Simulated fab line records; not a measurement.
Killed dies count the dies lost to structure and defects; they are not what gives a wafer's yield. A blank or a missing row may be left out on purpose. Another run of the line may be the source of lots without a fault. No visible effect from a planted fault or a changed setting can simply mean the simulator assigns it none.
Split-lot trial + flow n5 finfet + 21 wafers read across 7 lots, on a route 1938 steps long

== ABOUT THE SPLIT ==
At N5_BEOL_M11_EXPOSE_25 (exposes mask V10), the setting dose mj was moved away from the recipe's 85.5 on 7 of the 21 wafers read, by -6.2% to +7.4%. For the rest of the wafers, this setting stayed at what the recipe calls for.

== FROM THE SPLIT TO THE READING: what the file shows between them, 2 steps ==
- N5_BEOL_M11_PEB_26: peb time 60 s
- N5_BEOL_M11_DEVELOP_27: develop time 30 s

== THE READING ==
Shown in nm: cd nm at N5_BEOL_M11_CD_MEAS_28, with target cd 70 nm. A value of 70.3 nm with a standard deviation of 1.4 nm is what fault-free wafers of this fab line usually give.

| wafer  | tool, chamber at the split | dose mj as run | against the recipe | cd nm, nm | against lot-mates on the recipe |
|--------|----------------------------|----------------|--------------------|-----------|---------------------------------|
| L076.3 | arfi scanner-03, 0         | 88.67          | +3.7%              | 73.0      | +3.1                            |
| L076.5 | arfi scanner-03, 0         | 85.5           | recipe             | 69.9      | -                               |
| L076.6 | arfi scanner-03, 0         | 88.67          | +3.7%              | 72.0      | +2.1                            |
| L079.2 | arfi scanner-03, 0         | 85.5           | recipe             | 73.1      | -                               |
| L079.5 | arfi scanner-03, 0         | 85.5           | recipe             | 72.3      | -                               |
| L079.6 | arfi scanner-03, 0         | 85.5           | recipe             | 71.7      | -                               |
| L078.1 | arfi scanner-03, 0         | 85.5           | recipe             | 70.2      | -                               |
| L078.3 | arfi scanner-03, 0         | 85.5           | recipe             | 71.4      | -                               |
| L078.6 | arfi scanner-03, 0         | 85.5           | recipe             | 71.1      | -                               |
| L080.1 | arfi scanner-03, 0         | 85.5           | recipe             | 73.3      | -                               |
| L080.3 | arfi scanner-03, 0         | 91.83          | +7.4%              | 77.1      | +3.8                            |
| L080.4 | arfi scanner-03, 0         | 91.83          | +7.4%              | 77.4      | +4.1                            |
| L083.3 | arfi scanner-01, 0         | 85.5           | recipe             | 69.2      | -                               |
| L083.4 | arfi scanner-01, 0         | 85.5           | recipe             | 69.9      | -                               |
| L083.6 | arfi scanner-01, 0         | 85.5           | recipe             | 69.1      | -                               |
| L085.3 | arfi scanner-02, 0         | 80.24          | -6.2%              | 66.9      | -4.3                            |
| L085.5 | arfi scanner-02, 0         | 85.5           | recipe             | 71.2      | -                               |
| L085.6 | arfi scanner-02, 0         | 80.24          | -6.2%              | 65.3      | -5.9                            |
| L087.2 | arfi scanner-02, 0         | 82.17          | -3.9%              | 66.9      | -2.2                            |
| L087.4 | arfi scanner-02, 0         | 85.5           | recipe             | 68.3      | -                               |
| L087.5 | arfi scanner-02, 0         | 85.5           | recipe             | 70.0      | -                               |

FIT RESULTS
A straight line over all 21 wafers: cd nm changes by +0.797 nm for each +1% of dose mj; r = +0.90; the points scatter about the line by 1.4 nm.
The same after taking each lot's own level away (the mean of its wafers on the recipe; 21 wafers): +0.659 nm for each +1%; r = +0.96; scatter 0.69 nm.
On that fit, the largest move of dose mj shifts the reading by 4.9 nm.
Measured against the standard deviation above, the lots' own levels, which go from 69.15 to 73.30 nm, span 3.0 times it.
Thus the slope moves with the lot-to-lot level: the two fits are different.
Check: for one of the wafers moved furthest among these (+7.4%), held out of the fit, the line's prediction against its lot-mates is +5.06 nm. It came out at +3.8 nm against them.

== OTHER SPLITS ON THESE WAFERS ==
Other splits were also applied to these wafers ahead of the reading. Each is held against what the fit with the lots' levels taken away leaves over:
| other split on the same wafers    | wafers away from the commonest value | r with cd nm (lot level and that fit taken away) |
|-----------------------------------|--------------------------------------|--------------------------------------------------|
| N5_BEOL_M9_HM_DEP_02 target thk a | 6                                    | +0.02                                            |
| N5_BEOL_M10_COAT_59 spin rpm      | 6                                    | -0.06                                            |
| N5_BEOL_M10_VIA_ETCH_34 bias w    | 8                                    | +0.17                                            |
| N5_BEOL_M10_TRENCH_ETCH_37 bias w | 8                                    | +0.12                                            |
| N5_BEOL_M11_COAT_22 spin rpm      | 5                                    | -0.10                                            |

== THE FILE'S OWN FIT ==
cd nm changes by +0.651 nm for each +1% of dose mj, r = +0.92.
